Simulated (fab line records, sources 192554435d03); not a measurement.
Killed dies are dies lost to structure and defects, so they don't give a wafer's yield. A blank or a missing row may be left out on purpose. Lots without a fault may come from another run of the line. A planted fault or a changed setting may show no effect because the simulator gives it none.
Split-lot experiment | flow n5_finfet | 7 lots, 39 wafers read, on a route of 1938 steps

THE SPLIT
At N5_HKMG_FIN_HK_ALD_01 (deposits HfO2, target thk 1.6 nm, pulse time 3 s, purge time 3 s), the setting ald_cycles was moved away from the recipe's 30 on 9 of the 39 wafers read, by -13.3% to +13.3%. The other wafers ran this setting at the recipe's value.

FROM THE SPLIT TO THE READING: what the file shows between them, 5 steps
- N5_HKMG_FIN_ETCH_54: etches SiARC in CF4, target depth 45.5 nm, time 75.8 s (also split here: source_w)
- N5_HKMG_FIN_ETCH_55: etches SOC in N2/H2, target depth 240 nm, time 300 s
- N5_HKMG_FIN_STRIP_56: strips in N2/H2
- N5_HKMG_FIN_WET_ETCH_82: etches La2O3 in dHCl, stops on HfO2, target depth 2 nm, rinse time 30 s
- N5_HKMG_FIN_ALD_36: deposits TiN, target thk 1 nm, pulse time 1 s, purge time 3 s

THE READING
HK_THK, in nm, at N5_HKMG_FIN_THK_MEAS_70 (measures by xrf). Fault-free wafers of this fab line usually give 1.611 nm, standard deviation 0.019 nm.

wafer  | tool, chamber at the split | ald_cycles as run | against the recipe | HK_THK, nm | against lot-mates on the recipe
L081.1 | ald_hk-03, 1,0,0           | 30                | recipe             | 1.622      | -
L081.2 | ald_hk-03, 3,2,1           | 34                | +13.3%             | 1.816      | +0.202
L081.3 | ald_hk-03, 3,2,1           | 34                | +13.3%             | 1.794      | +0.180
L081.4 | ald_hk-03, 1,0,0           | 30                | recipe             | 1.606      | -
L081.5 | ald_hk-03, 3,2,1           | 34                | +13.3%             | 1.852      | +0.238
L081.6 | ald_hk-03, 1,0,0           | 30                | recipe             | 1.614      | -
L084.1 | ald_hk-02, 2,1,0           | 30                | recipe             | 1.622      | -
L084.2 | ald_hk-02, 2,1,0           | 30                | recipe             | 1.612      | -
L084.3 | ald_hk-02, 2,1,0           | 30                | recipe             | 1.622      | -
L084.4 | ald_hk-02, 3,1,0           | 26                | -13.3%             | 1.404      | -0.215
L084.5 | ald_hk-02, 3,1,0           | 26                | -13.3%             | 1.402      | -0.217
L084.6 | ald_hk-02, 3,1,0           | 26                | -13.3%             | 1.414      | -0.205
L085.1 | ald_hk-03, 0,2,3,1,1,0     | 30                | recipe             | 1.611      | -
L085.2 | ald_hk-03, 0,2,3,1,1,0     | 30                | recipe             | 1.611      | -
L085.3 | ald_hk-03, 0,2,3,1,1,0     | 30                | recipe             | 1.630      | -
L085.4 | ald_hk-03, 0,2,3,1,1,0     | 30                | recipe             | 1.667      | -
L085.5 | ald_hk-03, 0,2,3,1,1,0     | 30                | recipe             | 1.623      | -
L085.6 | ald_hk-03, 0,2,3,1,1,0     | 30                | recipe             | 1.636      | -
L086.1 | ald_hk-03, 1,3,0,2,0,3     | 30                | recipe             | 1.632      | -
L086.2 | ald_hk-03, 1,3,0,2,0,3     | 30                | recipe             | 1.635      | -
L086.3 | ald_hk-03, 1,3,0,2,0,3     | 30                | recipe             | 1.641      | -
L086.4 | ald_hk-03, 1,3,0,2,0,3     | 30                | recipe             | 1.620      | -
L086.5 | ald_hk-03, 1,3,0,2,0,3     | 30                | recipe             | 1.613      | -
L086.6 | ald_hk-03, 1,3,0,2,0,3     | 30                | recipe             | 1.610      | -
L089.1 | ald_hk-01, 2,0,1,3,0,1     | 30                | recipe             | 1.592      | -
L089.2 | ald_hk-01, 2,0,1,3,0,1     | 30                | recipe             | 1.615      | -
L089.3 | ald_hk-01, 2,0,1,3,0,1     | 30                | recipe             | 1.634      | -
L089.4 | ald_hk-01, 2,0,1,3,0,1     | 30                | recipe             | 1.616      | -
L089.5 | ald_hk-01, 2,0,1,3,0,1     | 30                | recipe             | 1.608      | -
L089.6 | ald_hk-01, 2,0,1,3,0,1     | 30                | recipe             | 1.628      | -
L091.1 | ald_hk-03, 0,1,1           | 30                | recipe             | 1.603      | -
L091.2 | ald_hk-03, 0,1,1           | 30                | recipe             | 1.640      | -
L091.6 | ald_hk-03, 0,1,1           | 30                | recipe             | 1.635      | -
L092.1 | ald_hk-02, 2,3,3           | 30                | recipe             | 1.581      | -
L092.2 | ald_hk-02, 2,3,3           | 30                | recipe             | 1.579      | -
L092.3 | ald_hk-02, 1,0,0           | 34                | +13.3%             | 1.835      | +0.260
L092.4 | ald_hk-02, 1,0,0           | 34                | +13.3%             | 1.833      | +0.258
L092.5 | ald_hk-02, 2,3,3           | 30                | recipe             | 1.566      | -
L092.6 | ald_hk-02, 1,0,0           | 34                | +13.3%             | 1.851      | +0.276
Where a row lists several chambers, the file gives one row for several wafers and doesn't say which wafer went through which chamber.

THE FIT
A straight line over all 39 wafers: HK_THK changes by +0.0159 nm for each +1% of ald_cycles; r = +0.98; the points scatter about the line by 0.02 nm.
The same after taking each lot's own level away (the mean of its wafers on the recipe; 39 wafers): +0.017 nm for each +1%; r = +0.99; scatter 0.019 nm.
On that fit, the largest move of ald_cycles shifts the reading by 0.23 nm.
The lots' own levels span 1.5753 to 1.6297 nm, that is 2.9 times the standard deviation above.
So the lot-to-lot level changes the slope little: the two slopes agree.
Check: with one of the wafers moved furthest among these (+13.3%) left out of the fit, the line predicts +0.233 nm for it against its lot-mates. It came out at +0.202 nm against them.

OTHER SPLITS ON THESE WAFERS
These wafers also went through other splits before the reading. Each is held against what the fit with the lots' levels taken away leaves over:
other split on the same wafers       | wafers away from the commonest value | r with HK_THK (lot level and that fit taken away)
N5_WELL_APT_EPI_41 target_thk_a      | 15                                   | -0.03
N5_DUMMY_GATE_EXPOSE_12 dose_mj      | 15                                   | -0.02
N5_DUMMY_GATE_ETCH_37 source_w       | 6                                    | +0.02
N5_DUMMY_GATE_ETCH_31 target_depth_a | 12                                   | +0.11
N5_DUMMY_GATE_ETCH_32 time_s         | 15                                   | -0.13
N5_HKMG_FIN_ETCH_54 source_w         | 18                                   | +0.15

THE FILE'S OWN FIT
HK_THK changes by +0.0171 nm for each +1% of ald_cycles, r = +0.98.
